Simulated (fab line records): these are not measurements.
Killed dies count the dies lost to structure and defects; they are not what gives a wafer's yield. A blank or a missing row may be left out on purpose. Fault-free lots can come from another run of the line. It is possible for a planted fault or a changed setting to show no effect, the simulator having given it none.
Split-lot trial || flow n5 finfet || 7 lots, 39 wafers read, on a route of 1938 steps

== THE SPLIT ITSELF ==
At N5_SD_EPI_N_DESCUM_14 (chemistry O2, time 7.9 s), the setting time s was moved away from the recipe's 7.9 s on 18 of the 39 wafers read, by -42.0% to +56.1%. All remaining wafers had this setting at the recipe value.

No step appears in the file between the split and the reading.

== THE READING ==
CAR-ArF-block_of_SD_EPI_N_COAT_03.thk nm (the simulator's own value, which no gauge read), in nm, at N5_SD_EPI_N_ETCH_34 (etches SiARC in CF4, target depth 45.5 nm, time 75.8 s). The file gives no usual value for it. Average 111.0 nm, standard deviation 0.44 nm, over the 21 wafers here run with the recipe.

{"wafer": "L074.1", "tool, chamber at the split": "rie diel-01, 1", "time s as run, s": 5.184, "against the recipe": "-34.4%", "CAR-ArF-block_of_SD_EPI_N_COAT_03.thk nm, nm": 113.4, "against lot-mates on the recipe": "+1.7"}
{"wafer": "L074.2", "tool, chamber at the split": "rie diel-01, 0", "time s as run, s": 5.184, "against the recipe": "-34.4%", "CAR-ArF-block_of_SD_EPI_N_COAT_03.thk nm, nm": 113.2, "against lot-mates on the recipe": "+1.5"}
{"wafer": "L074.3", "tool, chamber at the split": "rie diel-01, 2", "time s as run, s": 7.9, "against the recipe": "recipe", "CAR-ArF-block_of_SD_EPI_N_COAT_03.thk nm, nm": 111.6, "against lot-mates on the recipe": "-"}
{"wafer": "L074.6", "tool, chamber at the split": "rie diel-01, 2", "time s as run, s": 7.9, "against the recipe": "recipe", "CAR-ArF-block_of_SD_EPI_N_COAT_03.thk nm, nm": 111.6, "against lot-mates on the recipe": "-"}
{"wafer": "L074.4", "tool, chamber at the split": "rie diel-01, 3", "time s as run, s": 5.184, "against the recipe": "-34.4%", "CAR-ArF-block_of_SD_EPI_N_COAT_03.thk nm, nm": 113.6, "against lot-mates on the recipe": "+1.9"}
{"wafer": "L074.5", "tool, chamber at the split": "rie diel-01, 3", "time s as run, s": 7.9, "against the recipe": "recipe", "CAR-ArF-block_of_SD_EPI_N_COAT_03.thk nm, nm": 112, "against lot-mates on the recipe": "-"}
{"wafer": "L079.1", "tool, chamber at the split": "rie diel-04, 3", "time s as run, s": 7.9, "against the recipe": "recipe", "CAR-ArF-block_of_SD_EPI_N_COAT_03.thk nm, nm": 111.2, "against lot-mates on the recipe": "-"}
{"wafer": "L079.2", "tool, chamber at the split": "rie diel-04, 2", "time s as run, s": 4.582, "against the recipe": "-42.0%", "CAR-ArF-block_of_SD_EPI_N_COAT_03.thk nm, nm": 112.8, "against lot-mates on the recipe": "+1.8"}
{"wafer": "L079.3", "tool, chamber at the split": "rie diel-04, 0", "time s as run, s": 4.582, "against the recipe": "-42.0%", "CAR-ArF-block_of_SD_EPI_N_COAT_03.thk nm, nm": 112.6, "against lot-mates on the recipe": "+1.6"}
{"wafer": "L079.4", "tool, chamber at the split": "rie diel-04, 1", "time s as run, s": 7.9, "against the recipe": "recipe", "CAR-ArF-block_of_SD_EPI_N_COAT_03.thk nm, nm": 111, "against lot-mates on the recipe": "-"}
{"wafer": "L079.5", "tool, chamber at the split": "rie diel-04, 1", "time s as run, s": 4.582, "against the recipe": "-42.0%", "CAR-ArF-block_of_SD_EPI_N_COAT_03.thk nm, nm": 113.2, "against lot-mates on the recipe": "+2.2"}
{"wafer": "L079.6", "tool, chamber at the split": "rie diel-04, 2", "time s as run, s": 7.9, "against the recipe": "recipe", "CAR-ArF-block_of_SD_EPI_N_COAT_03.thk nm, nm": 110.8, "against lot-mates on the recipe": "-"}
{"wafer": "L081.1", "tool, chamber at the split": "rie diel-04, 2,1", "time s as run, s": 12.33, "against the recipe": "+56.1%", "CAR-ArF-block_of_SD_EPI_N_COAT_03.thk nm, nm": 108, "against lot-mates on the recipe": -2.6}
{"wafer": "L081.5", "tool, chamber at the split": "rie diel-04, 0", "time s as run, s": 12.33, "against the recipe": "+56.1%", "CAR-ArF-block_of_SD_EPI_N_COAT_03.thk nm, nm": 108, "against lot-mates on the recipe": -2.6}
{"wafer": "L081.2", "tool, chamber at the split": "rie diel-04, 3", "time s as run, s": 7.9, "against the recipe": "recipe", "CAR-ArF-block_of_SD_EPI_N_COAT_03.thk nm, nm": 110.8, "against lot-mates on the recipe": "-"}
{"wafer": "L081.3", "tool, chamber at the split": "rie diel-04, 2,1", "time s as run, s": 12.33, "against the recipe": "+56.1%", "CAR-ArF-block_of_SD_EPI_N_COAT_03.thk nm, nm": 108.2, "against lot-mates on the recipe": -2.4}
{"wafer": "L081.4", "tool, chamber at the split": "rie diel-04, 0", "time s as run, s": 7.9, "against the recipe": "recipe", "CAR-ArF-block_of_SD_EPI_N_COAT_03.thk nm, nm": 110.4, "against lot-mates on the recipe": "-"}
{"wafer": "L081.6", "tool, chamber at the split": "rie diel-04, 3", "time s as run, s": 7.9, "against the recipe": "recipe", "CAR-ArF-block_of_SD_EPI_N_COAT_03.thk nm, nm": 110.6, "against lot-mates on the recipe": "-"}
{"wafer": "L082.1", "tool, chamber at the split": "rie diel-03, 0", "time s as run, s": 11.65, "against the recipe": "+47.5%", "CAR-ArF-block_of_SD_EPI_N_COAT_03.thk nm, nm": 107.8, "against lot-mates on the recipe": -2.8}
{"wafer": "L082.2", "tool, chamber at the split": "rie diel-03, 2", "time s as run, s": 7.9, "against the recipe": "recipe", "CAR-ArF-block_of_SD_EPI_N_COAT_03.thk nm, nm": 110.4, "against lot-mates on the recipe": "-"}
{"wafer": "L082.3", "tool, chamber at the split": "rie diel-03, 1", "time s as run, s": 11.65, "against the recipe": "+47.5%", "CAR-ArF-block_of_SD_EPI_N_COAT_03.thk nm, nm": 108.4, "against lot-mates on the recipe": -2.2}
{"wafer": "L082.4", "tool, chamber at the split": "rie diel-03, 2", "time s as run, s": 7.9, "against the recipe": "recipe", "CAR-ArF-block_of_SD_EPI_N_COAT_03.thk nm, nm": 110.8, "against lot-mates on the recipe": "-"}
{"wafer": "L082.5", "tool, chamber at the split": "rie diel-03, 0", "time s as run, s": 11.65, "against the recipe": "+47.5%", "CAR-ArF-block_of_SD_EPI_N_COAT_03.thk nm, nm": 108.2, "against lot-mates on the recipe": -2.4}
{"wafer": "L082.6", "tool, chamber at the split": "rie diel-03, 1", "time s as run, s": 7.9, "against the recipe": "recipe", "CAR-ArF-block_of_SD_EPI_N_COAT_03.thk nm, nm": 110.6, "against lot-mates on the recipe": "-"}
{"wafer": "L086.1", "tool, chamber at the split": "rie diel-03, 1", "time s as run, s": 7.9, "against the recipe": "recipe", "CAR-ArF-block_of_SD_EPI_N_COAT_03.thk nm, nm": 111, "against lot-mates on the recipe": "-"}
{"wafer": "L086.6", "tool, chamber at the split": "rie diel-03, 3", "time s as run, s": 7.9, "against the recipe": "recipe", "CAR-ArF-block_of_SD_EPI_N_COAT_03.thk nm, nm": 111, "against lot-mates on the recipe": "-"}
{"wafer": "L086.3", "tool, chamber at the split": "rie diel-03, 3", "time s as run, s": 7.9, "against the recipe": "recipe", "CAR-ArF-block_of_SD_EPI_N_COAT_03.thk nm, nm": 110.6, "against lot-mates on the recipe": "-"}
{"wafer": "L091.1", "tool, chamber at the split": "rie diel-04, 2", "time s as run, s": 9.922, "against the recipe": "+25.6%", "CAR-ArF-block_of_SD_EPI_N_COAT_03.thk nm, nm": 110, "against lot-mates on the recipe": -1.5}
{"wafer": "L091.2", "tool, chamber at the split": "rie diel-04, 3", "time s as run, s": 7.9, "against the recipe": "recipe", "CAR-ArF-block_of_SD_EPI_N_COAT_03.thk nm, nm": 111.6, "against lot-mates on the recipe": "-"}
{"wafer": "L091.3", "tool, chamber at the split": "rie diel-04, 0", "time s as run, s": 9.922, "against the recipe": "+25.6%", "CAR-ArF-block_of_SD_EPI_N_COAT_03.thk nm, nm": 109.8, "against lot-mates on the recipe": -1.7}
{"wafer": "L091.4", "tool, chamber at the split": "rie diel-04, 2,0", "time s as run, s": 7.9, "against the recipe": "recipe", "CAR-ArF-block_of_SD_EPI_N_COAT_03.thk nm, nm": 111.4, "against lot-mates on the recipe": "-"}
{"wafer": "L091.6", "tool, chamber at the split": "rie diel-04, 2,0", "time s as run, s": 7.9, "against the recipe": "recipe", "CAR-ArF-block_of_SD_EPI_N_COAT_03.thk nm, nm": 111.4, "against lot-mates on the recipe": "-"}
{"wafer": "L091.5", "tool, chamber at the split": "rie diel-04, 3", "time s as run, s": 9.922, "against the recipe": "+25.6%", "CAR-ArF-block_of_SD_EPI_N_COAT_03.thk nm, nm": 110.2, "against lot-mates on the recipe": -1.3}
{"wafer": "L094.1", "tool, chamber at the split": "rie diel-01, 0", "time s as run, s": 6.328, "against the recipe": "-19.9%", "CAR-ArF-block_of_SD_EPI_N_COAT_03.thk nm, nm": 111.8, "against lot-mates on the recipe": "+0.9"}
{"wafer": "L094.2", "tool, chamber at the split": "rie diel-01, 1", "time s as run, s": 7.9, "against the recipe": "recipe", "CAR-ArF-block_of_SD_EPI_N_COAT_03.thk nm, nm": 110.6, "against lot-mates on the recipe": "-"}
{"wafer": "L094.3", "tool, chamber at the split": "rie diel-01, 2", "time s as run, s": 7.9, "against the recipe": "recipe", "CAR-ArF-block_of_SD_EPI_N_COAT_03.thk nm, nm": 111.4, "against lot-mates on the recipe": "-"}
{"wafer": "L094.4", "tool, chamber at the split": "rie diel-01, 3", "time s as run, s": 6.328, "against the recipe": "-19.9%", "CAR-ArF-block_of_SD_EPI_N_COAT_03.thk nm, nm": 112.6, "against lot-mates on the recipe": "+1.7"}
{"wafer": "L094.5", "tool, chamber at the split": "rie diel-01, 1", "time s as run, s": 7.9, "against the recipe": "recipe", "CAR-ArF-block_of_SD_EPI_N_COAT_03.thk nm, nm": 110.8, "against lot-mates on the recipe": "-"}
{"wafer": "L094.6", "tool, chamber at the split": "rie diel-01, 2", "time s as run, s": 6.328, "against the recipe": "-19.9%", "CAR-ArF-block_of_SD_EPI_N_COAT_03.thk nm, nm": 112, "against lot-mates on the recipe": "+1.1"}
If several chambers appear in one row, that row covers several wafers at once and the file leaves open which wafer was in which chamber.

THE FIT
A straight line over all 39 wafers: CAR-ArF-block_of_SD_EPI_N_COAT_03.thk nm changes by -0.0544 nm for each +1% of time s; r = -0.96; the points scatter about the line by 0.44 nm.
The same after taking each lot's own level away (the mean of its wafers on the recipe; 39 wafers): -0.0485 nm for each +1%; r = -0.98; scatter 0.25 nm.
According to that fit, moving time s by its largest amount changes the reading by 2.7 nm.
From 110.60 to 111.73 nm: that is the span of the lots' own levels, equal to 2.6 times the standard deviation above.
Thus the slope moves with the lot-to-lot level: the two fits are different.
Check: -2.75 nm against its lot-mates is what the line predicts for one of the wafers moved furthest among these (+56.1%) when that wafer is left out of the fit. It came out at -2.6 nm against them.

== OTHER SPLITS APPLIED TO THESE WAFERS ==
Note: prior to the reading, these wafers also went through further splits. Each is held against what the fit with the lots' levels taken away leaves over:
{"other split on the same wafers": "N5_FIN_SAQP_MANDREL_ETCH_22 target depth a", "wafers away from the commonest value": 6, "r with CAR-ArF-block_of_SD_EPI_N_COAT_03.thk nm (lot level and that fit taken away)": "+0.16"}

== THE WHOLE CHAIN: every reading that the file lists as answering this split, in the file's order ==
{"step": "N5_SD_EPI_N_DESCUM_14", "what it does": "chemistry O2, time 7.9 s", "reading": "CAR-ArF-block_of_SD_EPI_N_COAT_03.thk nm (the simulator's own value, which no gauge read)", "change (the file's fit)": "-0.0471 nm for each +1% of the setting", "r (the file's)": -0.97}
{"step": "N5_SD_EPI_N_ETCH_34", "what it does": "etches SiARC in CF4, target depth 45.5 nm, time 75.8 s", "reading": "CAR-ArF-block_of_SD_EPI_N_COAT_03.thk nm (the simulator's own value, which no gauge read)", "change (the file's fit)": "-0.0486 nm for each +1% of the setting", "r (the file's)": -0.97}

== THE FILE'S OWN FIT ==
CAR-ArF-block_of_SD_EPI_N_COAT_03.thk nm changes by -0.0486 nm for each +1% of time s, r = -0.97.
